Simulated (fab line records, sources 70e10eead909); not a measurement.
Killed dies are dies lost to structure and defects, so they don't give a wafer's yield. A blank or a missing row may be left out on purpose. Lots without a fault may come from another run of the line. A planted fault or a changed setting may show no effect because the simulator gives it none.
A struck lot beside a sound one | flow nand_harc | 13 steps out of a route of 1302
Sound: wafers L684.1, L684.4, L684.5. Struck: wafers L696.2, L696.4, L696.5. The cause comes at the end.
At each step with rows: each side's tool, then ch and its chambers, then its first start. Under that, the readings that differ: sound wafers | struck wafers | difference of the means | sigmas: that difference in standard deviations of wafers without a fault.
alike: readings whose means differ by less than 2 such deviations, and words and numbers that are the same on both sides. not compared: withheld readings, readings that some wafer has no value for, bounds like >300 that may hide the same value, and numbers for which the record gives no deviation and whose values overlap.
The two part at a step that has a row with sigmas, a row that says differs or no value, or rows on one side only. Numbers that don't overlap but have no deviation are shown without sigmas and don't part them. A reading that every wafer of one side lacks parts them only if that side has two wafers or more.

NHARC_A_ONON_D1_THK_MEAS_34: measures by ellipsometry.
  sound on film_metro-02, day 9 19:14; struck on film_metro-02, day 14 19:07
  alike: thk_nm
NHARC_A_ONON_D1_INSPECT_32:
  sound on defect_inspect-02, day 9 19:19; struck on defect_inspect-02, day 14 19:10
  alike: raw_defect_count
NHARC_A_CHANNEL_HOLE_D1_DEP_00: deposits aC, target thk 3100 nm.
  sound on acl_dep-01 ch 0, day 9 19:23; struck on acl_dep-01 ch 0, day 14 19:48
  alike: throttle_valve_pct
  not compared: susceptor_temp_C
NHARC_A_CHANNEL_HOLE_D1_DEP_01: deposits SiON, target thk 140 nm.
  sound on pecvd-02 ch 0,2, day 9 21:22; struck on pecvd-01 ch 0,1, day 14 21:27
  alike: heater_power_w, susceptor_temp_C
then, 7 steps without rows for these wafers: NHARC_A_CHANNEL_HOLE_D1_DEHYDRATE_02 (time 120 s); NHARC_A_CHANNEL_HOLE_D1_HMDS_03 (time 30 s); NHARC_A_CHANNEL_HOLE_D1_COAT_36 (time 75 s); NHARC_A_CHANNEL_HOLE_D1_COAT_37 (time 65 s); NHARC_A_CHANNEL_HOLE_D1_COAT_04 (resist thk 90 nm); NHARC_A_CHANNEL_HOLE_D1_SOFTBAKE_05 (time 55 s); NHARC_A_CHANNEL_HOLE_D1_EBR_06.
NHARC_A_CHANNEL_HOLE_D1_EXPOSE_07: exposes mask HOLE D1, target cd 100 nm.
  sound on arfi_scanner-01 ch 0, day 9 21:46; struck on arfi_scanner-01, day 14 22:01
  no value came back on the struck wafers for exposure_dose_mJ_cm2, focus_offset_nm (nm); on the sound wafers exposure_dose_mJ_cm2 reads 59.59 59.66 59.68
  alike: mask
then, 1 step without rows for these wafers: NHARC_A_CHANNEL_HOLE_D1_PEB_08 (peb time 65 s).

WHERE THEY PART
Only at NHARC_A_CHANNEL_HOLE_D1_EXPOSE_07, within this record.

WHY: what the simulator had put in
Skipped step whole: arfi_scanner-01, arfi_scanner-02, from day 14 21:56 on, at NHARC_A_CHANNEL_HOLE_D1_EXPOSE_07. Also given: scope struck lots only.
